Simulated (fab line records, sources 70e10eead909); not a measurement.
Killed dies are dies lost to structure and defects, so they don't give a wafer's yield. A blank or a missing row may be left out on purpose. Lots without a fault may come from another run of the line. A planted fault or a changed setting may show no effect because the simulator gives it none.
One fault seen from 2 desks | flow nand_harc | each desk has only its own numbers; what lay behind them comes last

THE METROLOGY DESK
What the gauges read, lot by lot, whatever tool the lot ran on: means of the sampled wafers that have a number. A lot is out of limits, marked OUT, if its mean lies more than 4 standard deviations from the usual mean; the brackets give that distance.
Columns: A = cd_nm at NHARC_A_CONTACT_CD_MEAS_08, usual 99.8 nm
lot  | first seen here | A
L357 | day 16 21:16    | 100.7
L358 | day 17 06:36    | 100.5
L359 | day 17 11:00    | 99.9
L361 | day 17 21:32    | 99.9
L362 | day 18 03:24    | 99.8
L363 | day 19 08:12    | 99.7
L370 | day 19 20:53    | 99.9
L372 | day 20 07:03    | 99.7
L374 | day 21 03:17    | 99.8
L375 | day 21 15:22    | 98.7
L377 | day 21 18:42    | 99.6
L378 | day 21 23:10    | 99.9
L379 | day 23 04:22    | 100.4
This desk's finding: nothing out of limits on any of the 13 lots.

THE TOOL OWNER'S DESK: rie_diel-05
The tool's own readings at NHARC_A_CONTACT_ETCH_31 (etches the open film in O2/COS, target depth 2000 nm, time 520 s): means of the sampled wafers that have a number, for each lot that ran on this tool. A lot is out of limits, marked OUT, if its mean lies more than 4 standard deviations from the usual mean; the brackets give that distance.
Columns: A = drypump_motor_current_A at NHARC_A_CONTACT_ETCH_31, usual 5.7 A; B = oes_product_au at NHARC_A_CONTACT_ETCH_31, usual 0.999 a.u.; C = rf_vpp_V at NHARC_A_CONTACT_ETCH_31, usual 313.8 V; D = showerhead_plenum_p_Torr at NHARC_A_CONTACT_ETCH_31, usual 3.10 Torr; E = throttle_valve_pct at NHARC_A_CONTACT_ETCH_31, usual 28.329 %
lot  | first seen here | A   | B     | C     | D    | E
L362 | day 18 04:17    | 6.2 | 1.007 | 315.7 | 3.26 | 28.330
L363 | day 19 08:59    | 5.5 | 1.002 | 315.0 | 3.20 | 28.321
L370 | day 19 21:40    | 6.2 | 0.987 | 316.1 | 3.25 | 28.326
This desk's finding: nothing out of limits on any of the 3 lots.

PUT TOGETHER
The metrology desk saw nothing out of limits.
The tool owner's desk saw nothing out of limits.

WHAT THE SIMULATOR HAD PUT IN
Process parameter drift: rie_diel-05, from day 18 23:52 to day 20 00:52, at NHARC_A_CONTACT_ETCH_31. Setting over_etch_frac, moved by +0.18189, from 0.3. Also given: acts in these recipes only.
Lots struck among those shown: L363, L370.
